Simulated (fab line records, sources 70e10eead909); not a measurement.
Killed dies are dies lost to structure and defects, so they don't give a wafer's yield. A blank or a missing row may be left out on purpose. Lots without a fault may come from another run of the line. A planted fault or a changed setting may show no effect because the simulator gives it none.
fab line records | flow nand_harc
record lots=6 wafers=18 last_day=33
route steps=1302 shown P_CONTACT@233 P_M0@253 END@1302
lots that met no fault: from a run of the same line without faults
start_h: hours from the record's first day to the start of the lot's first wafer shown | wait_h: hours since the lot's step before | " the same as in the row above | L1.1+2: a row that stands for several wafers | - no value, or no start given | * or withheld: withheld | < > ~ a bound
route shown NAME@n: a module of which the file shows steps, and the number in the route of the first | usual: mean/standard deviation of fault-free wafers | same: alike in all rows | chamber/n: place in a boat | sites: the reading at each site | _std_site: their standard deviation | _edge_site: outer sites' mean less inner sites' | radius_mm: how far each site lies from the wafer's centre | mask NAME#n: copy n | behind: the tool/chamber that last shaped the wafer | hold: why the lot was held/for how many hours/how that ended | device: the transistor (n, p or np) that didn't switch | end of line: the same wafers' tests at the end of the route | a step without rows: its recipe alone | killed: dies lost to structure and defects at the first sort, not the wafer's yield | map: a wafer's dies, x killed, . not, _ none there
set.NAME: the setting as run; set.NAME@STEP: as run at that earlier step | model.NAME: the simulator's own value behind a step, which no gauge read
lots at some steps of the route; a table a step, a row a wafer
services: from which hour (start_h, from the record's first day; less than 0 if before it) a tool's chamber was out of use, for how many hours, and why
## steps
# step NHARC_P_CONTACT_OVL_MEAS_13
# usual overlay_x_nm=0.0/0.89 overlay_y_nm=0.0/0.89
# columns lot.wafer tool chamber start_h wait_h overlay_x_nm overlay_y_nm
L923.1 overlay-01 - 170.21 - 1.1 1.4
L923.5 " - " " 1.0 1.5
L923.6 " - " " 1.3 1.7
L926.1 overlay-01 - 204.45 - -0.4 0.0
L926.3 " - " " -0.7 0.7
L926.5 " - " " -0.4 0.4
L927.3 overlay-01 - 208.92 - -1.6 -0.2
L927.4 " - " " -1.6 -0.7
L927.5 " - " " -1.1 0.0
L935.3 overlay-01 - 296.61 - 0.6 0.2
L935.4 " - " " 0.1 0.2
L935.5 " - " " 0.0 0.2
L937.2 overlay-02 - 312.88 - 1.1 0.8
L937.5 " - " " 0.3 0.6
L937.6 " - " " 1.0 1.0
L938.2 overlay-01 - 319.30 - -0.6 -1.3
L938.4 " - " " -0.4 -1.4
L938.5 " - " " -0.3 -0.8
# step NHARC_P_CONTACT_INSPECT_14
# usual raw_defect_count=4.3/2.2
# columns lot.wafer tool chamber start_h wait_h raw_defect_count
L923.1 defect_inspect-02 - 170.24 0.0 2
L923.5 " - " " 6
L923.6 " - " " 4
L926.1 defect_inspect-01 - 204.49 0.0 5
L926.3 " - " " 6
L926.5 " - " " 5
L927.3 defect_inspect-02 - 208.95 0.0 5
L927.4 " - " " 6
L927.5 " - " " 2
L935.3 defect_inspect-02 - 296.65 0.0 1
L935.4 " - " " 4
L935.5 " - " " 2
L937.2 defect_inspect-02 - 312.92 0.0 5
L937.5 " - " " 2
L937.6 " - " " 5
L938.2 defect_inspect-02 - 319.33 0.0 11
L938.4 " - " " 7
L938.5 " - " " 2
# step NHARC_P_CONTACT_DESCUM_17
# recipe time_s=3 o2_flow_sccm=200 ar_flow_sccm=0 bias_power_w=0 chemistry=O2
# step NHARC_P_CONTACT_ETCH_35
# recipe target_depth_a=390 over_etch_frac=0.3 time_s=65 ion_energy_ev=80 cf4_flow_sccm=150 ar_flow_sccm=0 rf_w=300 bias_w=100 chemistry=CF4
# usual drypump_motor_current_A=5.8/0.43 oes_product_au=1.003/0.0067 rf_vpp_V=151.7/1.1 showerhead_plenum_p_Torr=1.79/0.06 throttle_valve_pct=13.283/0.009
# same over_etch_frac=0.3
# columns lot.wafer tool chamber start_h wait_h drypump_motor_current_A oes_product_au rf_hours_counter_h rf_vpp_V showerhead_plenum_p_Torr throttle_valve_pct
L923.1 rie_diel-01 1 170.41 0.1 5.1 0.990 4.7 149.7 1.69 13.297
L923.6 " 3 " " 5.6 1.003 - 150.3 1.71 13.277
L923.5 " 0 " " 6.1 1.010 - 151.3 1.86 13.285
L926.3 rie_diel-01 0 204.64 0.1 6.1 0.996 0.1 153.0 1.86 13.287
L926.1 " 1 " " 5.1 1.001 0.1 151.1 1.69 13.284
L926.5 " 0 " " 6.1 1.005 - 151.8 1.86 13.296
L927.3 rie_diel-02 0 209.11 0.1 6.8 1.001 0.1 152.5 1.76 13.295
L927.4 " 1 " " 6.2 0.997 0.1 151.5 1.83 13.280
L927.5 " 0 " " 6.8 0.999 - 151.9 1.76 13.287
L935.4 rie_diel-02 0 296.79 0.1 6.8 1.003 2.9 150.5 1.76 13.296
L935.3 " 1 " " 6.2 1.007 2.9 151.9 1.83 13.280
L935.5 " 1 " " 6.2 1.001 - 152.9 1.83 13.297
L937.2 rie_diel-11 2 313.07 0.1 5.8 0.994 3.5 152.3 1.81 13.281
L937.5 " 1 " " 6.0 1.011 - 151.5 1.76 13.272
L937.6 " 2 " " 5.8 0.995 - 152.4 1.81 13.282
L938.4 rie_diel-11 3 319.48 0.1 5.3 1.008 3.8 153.8 1.89 13.291
L938.2 " 0 " " 5.8 1.007 4.1 152.3 1.80 13.287
L938.5 " 0 " " 5.8 1.009 - 153.5 1.80 13.283
# step NHARC_P_CONTACT_ETCH_36
# recipe target_depth_a=2600 over_etch_frac=0.25 time_s=406.25 ion_energy_ev=200 n2_flow_sccm=150 h2_flow_sccm=150 ar_flow_sccm=0 rf_w=400 bias_w=150 chemistry=N2/H2
# usual drypump_motor_current_A=5.9/0.43 oes_product_au=1.001/0.0079 rf_vpp_V=431.1/2.3 showerhead_plenum_p_Torr=2.06/0.072 throttle_valve_pct=14.172/0.0099
# same over_etch_frac=0.25
# columns lot.wafer tool chamber start_h wait_h drypump_motor_current_A oes_product_au rf_hours_counter_h rf_vpp_V showerhead_plenum_p_Torr throttle_valve_pct
L923.1 rie_diel-01 1 - - 5.1 1.001 4.8 427.7 1.94 14.174
L923.6 " 1 " " 5.1 0.992 - 428.1 1.94 14.184
L923.5 " 2 " " 5.6 0.994 - 431.1 2.04 14.165
L926.3 rie_diel-01 1 - - 5.1 0.992 0.2 426.1 1.94 14.153
L926.1 " 2 " " 5.6 1.007 0.1 431.2 2.04 14.177
L926.5 " 1 " " 5.1 0.996 - 428.1 1.94 14.176
L927.4 rie_diel-02 3 - - 6.2 1.004 0.2 432.5 2.07 14.178
L927.3 " 0 " " 6.8 0.991 0.2 429.3 2.03 14.149
L927.5 " 3 " " 6.2 1.007 - 430.0 2.07 14.157
L935.3 rie_diel-02 2 - - 5.4 0.987 2.8 426.8 1.94 14.166
L935.4 " 3 " " 6.2 1.001 2.8 432.0 2.07 14.161
L935.5 " 1 " " 6.2 0.993 - 431.5 2.12 14.163
L937.2 rie_diel-11 0 - - 5.7 0.994 3.7 431.0 2.09 14.173
L937.6 " 1 " " 6.0 0.998 - 430.1 2.03 14.176
L937.5 " 2 " " 5.8 0.997 - 432.0 2.09 14.167
L938.2 rie_diel-11 0 - - 5.7 1.019 4.2 431.2 2.09 14.165
L938.4 " 3 " " 5.3 0.998 3.9 435.4 2.19 14.189
L938.5 " 1 " " 6.0 0.999 - 431.3 2.03 14.180
# step NHARC_P_CONTACT_ETCH_18
# recipe target_depth_a=4810 time_s=240.5 c4f8_flow_sccm=20 o2_flow_sccm=10 ar_flow_sccm=withheld rf_w=600 bias_w=1500 chemistry=C4F8/O2/Ar
# step NHARC_P_CONTACT_STRIP_37
# recipe c4f8_flow_sccm=withheld o2_flow_sccm=8 ar_flow_sccm=withheld bias_w=0 chemistry=C4F8/O2/Ar
# step NHARC_P_CONTACT_ETCH_31
# recipe target_depth_a=300 time_s=85.7 ion_energy_ev=120 over_etch_frac=1 ch3f_flow_sccm=50 o2_flow_sccm=30 ar_flow_sccm=200 rf_w=500 bias_w=100 chemistry=CH3F/O2
# usual drypump_motor_current_A=5.8/0.43 oes_product_au=0.977/0.014 rf_vpp_V=244.6/1.4 showerhead_plenum_p_Torr=2.49/0.085 throttle_valve_pct=20.663/0.01
# same over_etch_frac=1
# columns lot.wafer tool chamber start_h wait_h drypump_motor_current_A oes_product_au rf_hours_counter_h rf_vpp_V showerhead_plenum_p_Torr throttle_valve_pct
L923.1 rie_diel-01 2 - - 5.6 0.981 4.9 243.2 2.46 20.676
L923.5 " 3 " " 5.7 0.973 - 243.8 2.37 20.685
L923.6 " 0 " " 6.1 0.991 - 245.6 2.59 20.653
L926.1 rie_diel-01 2 - - 5.6 0.980 0.4 244.7 2.46 20.670
L926.3 " 3 " " 5.6 0.969 0.3 242.3 2.37 20.670
L926.5 " 2 " " 5.6 0.987 - 244.2 2.46 20.653
L927.4 rie_diel-02 2 - - 5.4 1.000 0.5 243.2 2.34 20.670
L927.3 " 1 " " 6.2 0.989 0.4 245.1 2.54 20.649
L927.5 " 2 " " 5.4 0.986 - 241.1 2.35 20.657
L935.4 rie_diel-02 1 - - 6.2 1.005 3.3 245.4 2.54 20.643
L935.3 " 3 " " 6.2 0.998 3.0 245.3 2.49 20.661
L935.5 " 2 " " 5.4 0.984 - 242.9 2.34 20.663
L937.2 rie_diel-11 2 - - 5.8 0.959 3.9 246.6 2.52 20.656
L937.6 " 1 " " 6.0 0.952 - 244.4 2.45 20.669
L937.5 " 2 " " 5.8 0.954 - 244.7 2.52 20.668
L938.2 rie_diel-11 2 - - 5.8 0.988 4.3 244.5 2.52 20.660
L938.4 " 3 " " 5.3 0.982 4.0 246.5 2.63 20.666
L938.5 " 3 " " 5.3 0.989 - 246.8 2.63 20.661
# step NHARC_P_CONTACT_CD_MEAS_19
# usual cd_nm=89.7/1.3
# columns lot.wafer tool chamber start_h wait_h cd_nm
L923.1 cd_sem-03 - 171.17 - 90.6
L923.5 " - " " 90.8
L923.6 " - " " 89.6
L926.1 cd_sem-03 - 205.42 - 91.7
L926.3 " - " " 92.6
L926.5 " - " " 91.9
L927.3 cd_sem-03 - 209.93 - 90.2
L927.4 " - " " 90.2
L927.5 " - " " 89.7
L935.3 cd_sem-03 - 297.58 - 90.7
L935.4 " - " " 93.2
L935.5 " - " " 91.9
L937.2 cd_sem-01 - 314.27 - 88.9
L937.5 " - " " 89.0
L937.6 " - " " 89.9
L938.2 cd_sem-03 - 320.26 - 89.5
L938.4 " - " " 89.4
L938.5 " - " " 89.5
# step NHARC_P_CONTACT_STRIP_28
# recipe o2_flow_sccm=500 ar_flow_sccm=0 bias_w=0 chemistry=O2
# step NHARC_P_CONTACT_STRIP_29
# recipe time_s=1200 temp_c=72.5 chemistry=post_etch_residue_remover
# step NHARC_P_CONTACT_DEGAS_38
# recipe temp_c=300 time_s=60
# step NHARC_P_CONTACT_PRE_CLEAN_39
# recipe time_s=19.5 bias_v=250 gas=Ar
# columns lot.wafer tool chamber start_h wait_h
L923.1+6+5 pvd_sputter-03 - 171.97 -
L926.3+1+5 pvd_sputter-02 - 206.22 -
L927.3+4+5 pvd_sputter-02 - 210.76 -
L935.4+3+5 pvd_sputter-02 - 298.38 -
L937.2+6+5 pvd_sputter-02 - 315.05 -
L938.2+4+5 pvd_sputter-01 - 321.03 -
# step NHARC_P_CONTACT_PVD_32
# recipe target_thk_a=50 chamber_pressure_pa=5 power_w=5000 substrate_temp_c=200 time_s=17.7 material=Ti
# step NHARC_P_CONTACT_ALD_22
# recipe target_thk_a=30 pulse_time_s=1 ald_cycles=150 temp_c=450 material=TiN
# step NHARC_P_CONTACT_CVD_23
# recipe target_thk_a=2000 temp_c=300 pressure_torr=40 wf6_flow_sccm=40 h2_flow_sccm=1600 ar_flow_sccm=1560 time_s=557 material=W
# usual heater_power_w=497/64 throttle_valve_pct=7.98/0.23
# columns lot.wafer tool chamber start_h wait_h heater_power_w throttle_valve_pct
L923.1 cvd_w-02 1 - - 484 8.23
L923.6 " 1 " " 479 7.95
L923.5 " 0 " " 554 8.17
L926.1 cvd_w-02 1 - - 486 8.71
L926.3 " 1 " " 477 8.18
L926.5 " 1 " " 491 8.43
L927.3 cvd_w-01 1 - - 559 7.80
L927.4 " 0 " " 400 7.94
L927.5 " 0 " " 410 7.85
L935.3 cvd_w-01 1 - - 553 7.86
L935.4 " 0 " " 404 7.57
L935.5 " 1 " " 569 7.65
L937.2 cvd_w-01 0 - - 414 8.16
L937.5 " 1 " " 559 7.97
L937.6 " 0 " " 402 7.88
L938.2 cvd_w-02 1 - - 488 8.07
L938.4 " 0 " " 570 7.93
L938.5 " 0 " " 553 8.04
# step NHARC_P_CONTACT_CMP_24
# recipe t_overpolish_s=30 target_thk_nm=200
# usual motor_current_A=12.3/1.1 overpolish_run_s=30.000/0.0089 time_to_endpoint_s=40.3/2.9
# columns lot.wafer tool chamber start_h wait_h motor_current_A overpolish_run_s time_to_endpoint_s
L923.1 cmp-01 1 173.04 0.6 10.7 30.013 38.2
L923.5 " 3 " " 12.9 29.993 39.4
L923.6 " 0 " " 13.7 29.991 41.6
L926.1 cmp-01 3 207.80 1.0 13.1 29.994 41.9
L926.3 " 0 " " 14.2 30.009 38.8
L926.5 " 3 " " 13.1 30.009 38.9
L927.4 cmp-03 2 211.89 0.3 14.1 30.013 39.6
L927.3 " 0 " " 12.3 29.979 41.1
L927.5 " 1 " " 12.3 30.005 37.5
L935.3 cmp-03 2 299.38 0.4 13.7 29.987 36.0
L935.4 " 1 " " 12.3 29.987 30.3
L935.5 " 2 " " 13.8 29.993 33.4
L937.2 cmp-01 2 316.12 0.5 12.1 30.011 37.2
L937.5 " 0 " " 14.2 29.997 41.5
L937.6 " 1 " " 10.6 29.999 37.4
L938.4 cmp-03 1 322.06 0.3 11.9 29.992 34.8
L938.2 " 2 " " 14.0 29.996 34.6
L938.5 " 2 " " 13.5 30.004 33.9
# step NHARC_P_CONTACT_SRD_26
# step NHARC_P_M0_DEP_00
# recipe target_thk_a=1500 target_thk_nm=150 temp_c=withheld pressure_torr=5 flow_sccm=200 rf_w=600 material=SiOC
# step NHARC_P_M0_DEHYDRATE_01
# recipe temp_c=150 time_s=120
# step NHARC_P_M0_HMDS_02
# recipe time_s=30
# step NHARC_P_M0_COAT_33
# recipe temp_c=200 time_s=65
# step NHARC_P_M0_COAT_03
# recipe spin_rpm=1500 resist_thk_nm=90
# step NHARC_P_M0_SOFTBAKE_04
# recipe temp_c=105 time_s=55
# step NHARC_P_M0_EBR_05
# step NHARC_P_M0_EXPOSE_06
# recipe na=1.35 target_cd_nm=90 dose_mj=81.28 mask_id=P_M0
# step NHARC_P_M0_PEB_07
# recipe peb_temp_c=100 peb_time_s=65
# step NHARC_P_M0_DEVELOP_08
# recipe develop_time_s=35 dev_temp_c=23
# step NHARC_P_M0_CD_MEAS_09
# recipe target_cd_nm=90 landing_energy_ev=500
# usual cd_nm=90.1/0.51
# columns lot.wafer tool chamber start_h wait_h cd_nm
L923.1 cd_sem-02 0 174.29 - 89.9
L923.5 " 0 " " 89.7
L923.6 " 0 " " 89.7
L926.1 cd_sem-01 0 209.08 - 91.0
L926.3 " 0 " " 90.3
L926.5 " 0 " " 90.3
L927.3 cd_sem-02 0 213.18 - 90.1
L927.4 " 0 " " 89.8
L927.5 " 0 " " 90.3
L935.3 cd_sem-02 0 300.57 - 89.9
L935.4 " 0 " " 90.4
L935.5 " 0 " " 90.5
L937.2 cd_sem-03 0 317.38 - 89.1
L937.5 " 0 " " 88.9
L937.6 " 0 " " 89.7
L938.2 cd_sem-02 0 323.36 - 90.3
L938.4 " 0 " " 90.0
L938.5 " 0 " " 90.6
# step NHARC_P_M0_OVL_MEAS_10
# recipe pitch_nm=180
# usual overlay_x_nm=0.0/0.84 overlay_y_nm=-0.2/0.89
# columns lot.wafer tool chamber start_h wait_h overlay_x_nm overlay_y_nm
L923.1 overlay-02 - 174.38 - -0.1 0.1
L923.5 " - " " -0.2 0.1
L923.6 " - " " 0.1 0.4
L926.1 overlay-02 - 209.17 - -0.6 -1.5
L926.3 " - " " -0.8 -1.8
L926.5 " - " " -0.2 -1.2
L927.3 overlay-02 - 213.27 - 0.9 -1.0
L927.4 " - " " 0.4 -0.8
L927.5 " - " " 0.6 -0.8
L935.3 overlay-02 - 300.66 - -1.1 1.0
L935.4 " - " " -1.3 0.9
L935.5 " - " " -0.6 1.1
L937.2 overlay-02 - 317.47 - -0.2 0.8
L937.5 " - " " -0.2 0.4
L937.6 " - " " -0.3 0.8
L938.2 overlay-02 - 323.45 - -0.6 0.0
L938.4 " - " " 0.1 0.6
L938.5 " - " " -0.6 -0.1
# step NHARC_END_SORT_01
# recipe temp_c=25
# usual killed_at_array=47/14 killed_at_other=0.5/0.72 killed_at_periphery=4/3.1 killed_dies=52/15 killed_open=3.2/1.9 killed_short=2.4/1.7
# same gross_dies=677
# columns lot.wafer tool chamber start_h wait_h killed_at_array killed_at_other killed_at_periphery killed_dies killed_open killed_short
L923.1 prober-02 0 620.62 2.5 60 1 2 63 5 3
L923.5 prober-02 0 623.82 3.7 56 0 5 61 4 0
L923.6 prober-02 0 624.62 4.0 38 1 6 45 2 2
L927.3 prober-01 0 752.45 3.1 50 0 27 77 3 1
L927.4 prober-01 0 753.25 3.4 35 1 28 64 2 1
L927.5 prober-01 0 754.05 3.7 36 1 34 71 1 3
L926.1 prober-01 0 758.70 2.5 36 0 23 59 2 3
L926.3 prober-01 0 760.29 3.1 24 1 26 51 1 3
L926.5 prober-01 0 761.89 3.7 41 2 33 76 1 4
L938.2 prober-02 0 792.99 2.8 56 0 10 66 2 3
L938.4 prober-02 0 794.60 3.4 68 0 7 75 3 5
L938.5 prober-02 0 795.40 3.7 30 0 3 33 2 0
L937.2 prober-02 0 800.81 2.8 35 0 2 37 5 4
L937.5 prober-02 0 803.20 3.7 40 0 3 43 6 2
L937.6 prober-02 0 803.99 4.0 33 0 2 35 3 2
# killed by level:class
L923.1 A_CHANNEL_HOLE_D2:chamber_film_flake=32 A_CHANNEL_HOLE_D1:chamber_film_flake=5 A_CHANNEL_FILL_D2:chamber_film_flake=5 A_CONTACT:chamber_film_flake=5 A_ZERO_WELL:chamber_film_flake=2 A_SLIT:chamber_film_flake=2 A_ONON_D1:geometric_particle:open=1 A_CHANNEL_FILL_D1:geometric_particle:open=1
L923.5 A_CHANNEL_HOLE_D2:chamber_film_flake=45 A_ONON_D2:geometric_particle:open=2 P_ZERO_WELL:chamber_film_flake=2 P_M2:chamber_film_flake=2 A_STAIRCASE:chamber_film_flake=2 A_SLIT:chamber_film_flake=2 P_CONTACT:geometric_particle:open=1 A_WL_FILL:geometric_particle:open=1
L923.6 A_CHANNEL_HOLE_D2:chamber_film_flake=21 A_CHANNEL_HOLE_D1:chamber_film_flake=4 A_CONTACT:chamber_film_flake=4 P_ZERO_WELL:chamber_film_flake=3 A_CHANNEL_FILL_D2:chamber_film_flake=3 A_STAIRCASE:chamber_film_flake=2 P_CONTACT:geometric_particle:short=1 A_ONON_D2:geometric_particle:open=1
L927.3 A_CHANNEL_HOLE_D1:chamber_film_flake=35 P_CONTACT:unspecified=24 A_STAIRCASE:chamber_film_flake=4 A_SLIT:chamber_film_flake=3 A_WL_FILL:chamber_film_flake=3 A_CHANNEL_HOLE_D2:chamber_film_flake=2 P_CONTACT:geometric_particle:open=1 P_M0:geometric_particle:open=1
L927.4 A_CHANNEL_HOLE_D1:chamber_film_flake=20 P_CONTACT:unspecified=19 A_STAIRCASE:chamber_film_flake=7 P_STI:chamber_film_flake=3 P_CONTACT:chamber_film_flake=3 P_ZERO_WELL:chamber_film_flake=2 P_M2:geometric_particle:open=1 A_DECK1_JOINT:geometric_particle:short=1
L927.5 P_CONTACT:unspecified=32 A_CHANNEL_HOLE_D1:chamber_film_flake=23 A_STAIRCASE:chamber_film_flake=3 A_M0:chamber_film_flake=3 P_CONTACT:chamber_film_flake=2 A_SLIT:chamber_film_flake=2 A_ONON_D1:geometric_particle:short=1 A_ONON_D2:geometric_particle:short=1
L926.1 P_CONTACT:unspecified=20 A_SLIT:chamber_film_flake=11 A_CONTACT:chamber_film_flake=6 A_CHANNEL_HOLE_D1:chamber_film_flake=5 A_CHANNEL_HOLE_D2:chamber_film_flake=4 P_CONTACT:chamber_film_flake=3 A_DECK1_JOINT:chamber_film_flake=2 A_STAIRCASE:chamber_film_flake=2
L926.3 P_CONTACT:unspecified=23 A_SLIT:chamber_film_flake=9 A_CHANNEL_HOLE_D2:chamber_film_flake=5 A_CHANNEL_HOLE_D1:chamber_film_flake=3 P_ZERO_WELL:chamber_film_flake=2 A_CONTACT:chamber_film_flake=2 A_CHANNEL_HOLE_D1:geometric_particle:short=1 A_ONON_D2:geometric_particle:short=1
L926.5 P_CONTACT:unspecified=26 A_CHANNEL_HOLE_D2:chamber_film_flake=13 A_SLIT:chamber_film_flake=12 A_CHANNEL_HOLE_D1:chamber_film_flake=7 P_CONTACT:chamber_film_flake=3 A_CONTACT:chamber_film_flake=3 P_ZERO_WELL:chamber_film_flake=2 A_ZERO_WELL:chamber_film_flake=2
L938.2 A_SLIT:chamber_film_flake=26 A_CHANNEL_HOLE_D1:chamber_film_flake=7 A_CHANNEL_HOLE_D2:chamber_film_flake=7 A_CONTACT:chamber_film_flake=6 P_M1:chamber_film_flake=5 A_CHANNEL_FILL_D1:chamber_film_flake=4 P_GATE:chamber_film_flake=3 P_STI:geometric_particle:open=1
L938.4 A_CHANNEL_HOLE_D2:chamber_film_flake=26 A_SLIT:chamber_film_flake=12 A_CHANNEL_HOLE_D1:chamber_film_flake=6 A_CONTACT:chamber_film_flake=6 P_GATE:chamber_film_flake=5 A_STAIRCASE:chamber_film_flake=5 A_CHANNEL_FILL_D1:geometric_particle:short=2 A_DECK1_JOINT:geometric_particle:short=2
L938.5 A_SLIT:chamber_film_flake=11 A_CONTACT:chamber_film_flake=5 A_CHANNEL_HOLE_D1:chamber_film_flake=4 A_CHANNEL_HOLE_D2:chamber_film_flake=4 A_STAIRCASE:chamber_film_flake=3 P_GATE:chamber_film_flake=2 A_SOURCE_PLATE:geometric_particle:open=1 A_M0:geometric_particle:open=1
L937.2 A_CHANNEL_HOLE_D1:chamber_film_flake=12 A_SLIT:chamber_film_flake=4 A_CONTACT:chamber_film_flake=4 A_STAIRCASE:chamber_film_flake=3 P_M2:geometric_particle:open=1 A_DECK1_JOINT:geometric_particle:open=1 A_CHANNEL_HOLE_D2:geometric_particle:short=1 A_CHANNEL_FILL_D2:geometric_particle:short=1
L937.5 A_CHANNEL_HOLE_D1:chamber_film_flake=12 A_SLIT:chamber_film_flake=6 A_CONTACT:chamber_film_flake=6 A_STAIRCASE:chamber_film_flake=4 A_BONDPAD:chamber_film_flake=3 P_CONTACT:geometric_particle:open=2 A_CHANNEL_FILL_D1:geometric_particle:open=2 A_DECK1_JOINT:geometric_particle:short=2
L937.6 A_CHANNEL_HOLE_D1:chamber_film_flake=10 A_SLIT:chamber_film_flake=6 A_STAIRCASE:chamber_film_flake=5 A_CONTACT:chamber_film_flake=3 A_ONON_D1:geometric_particle:short=1 A_CHANNEL_HOLE_D1:geometric_particle:open=1 A_CHANNEL_FILL_D1:geometric_particle:open=1 A_DECK1_JOINT:geometric_particle:short=1
# map L926.5 (x killed, . not)
____________.____________
_________x.xx..._________
_______....x.x...._______
______...xx........______
_____..xxxx..xx....._____
____.x.x.xxxx........____
____.x..xxxxx........____
___...x...xx.x........___
___.......x...........___
__...........x.........__
__.....................__
_......................._
_......................._
_..................x...._
_......................._
_...................x..._
.........................
.........................
......x..................
..........x.x............
........................x
_......................._
_.................x.x..._
_......x................_
_.x....................._
_.x................x...._
__xx.x.................__
__xxx......x...x.xx....__
___x............x.x...___
___xx........xxx..x...___
____x........x.x.x...____
____.............xx..____
_____.........xxxxx._____
______.........xx..______
_______..........._______
_________.....x._________
____________.____________
# map L927.3 (x killed, . not)
____________.____________
_________......._________
_______..........._______
______.............______
_____..............._____
____..........x......____
____............x....____
___........xx....x....___
___.........xxx.......___
__...........x.xxx...x.__
__.........xxx......x..__
_........x.x..xx........_
_......xxx.xx.x........._
_.....xxxx..x.x.x......._
_..x..x.xxx..x.........._
_.....xxxxx............._
.....x..xx...............
....x.xx.xxxx.x..........
......xxxx.xx............
........x.x..........x...
........xx...............
_x.......x.............._
_x.....x..........x....._
_..x...................._
_...x..................._
_......................._
__.....................__
__.....................__
___...................___
___...................___
____.................____
____.................____
_____...x.........x._____
______x............______
_______..........._______
_________......._________
____________.____________
## services
# columns tool chamber start_h hours kind
rie_diel-02 2 146.87 5.5 repair
rie_diel-02 0 147.20 - clean
pvd_sputter-01 - 157.11 2.4 repair
cvd_w-01 0 160.49 9.4 repair
cvd_w-01 - 161.54 13.0 pm
cmp-01 - 163.92 4.0 pm
rie_diel-01 - 179.80 9.0 pm
cmp-03 - 182.78 0.4 repair
rie_diel-02 3 187.03 14.6 repair
pvd_sputter-01 - 189.52 0.5 repair
rie_diel-02 - 192.70 9.0 pm
pvd_sputter-01 - 202.00 10.0 pm
cvd_w-02 0 205.66 3.3 repair
rie_diel-11 - 231.50 9.0 pm
cmp-03 - 236.15 4.0 pm
cvd_w-02 - 245.30 13.0 pm
pvd_sputter-02 - 258.10 10.0 pm
rie_diel-01 1 260.41 3.8 repair
cmp-01 - 261.92 4.0 pm
cmp-03 - 287.66 0.3 repair
cvd_w-01 - 295.16 1.6 repair
pvd_sputter-02 - 305.21 1.6 repair
cmp-01 - 309.94 1.3 repair
rie_diel-01 - 318.21 1.2 repair
## key
first_sign step=NHARC_END_SORT_01 reading=killed_at_periphery direction=up sigmas=7.9 usual=4 struck=28
more_kills_born_at NHARC_P_CONTACT_PRE_CLEAN_39@pvd_sputter-02=144
met_at NHARC_P_CONTACT_PRE_CLEAN_39
struck_wafers L926.1,L926.3,L926.5,L927.3,L927.4,L927.5
tester_left_out L926,L927
fault kind=chamber_particle_source tool=pvd_sputter-02 chamber=- onset_h=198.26 steps=NHARC_P_CONTACT_PRE_CLEAN_39 rate_per_visit_cm2=0.04782 end_h=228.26
# tester_left_out: of these lots the tester's yield and bins aren't shown, on N5 and GAA mostly nor the transistor test; their killed dies are dies lost to structure and defects alone, not to doping, threshold or leakage, so they don't give the yield
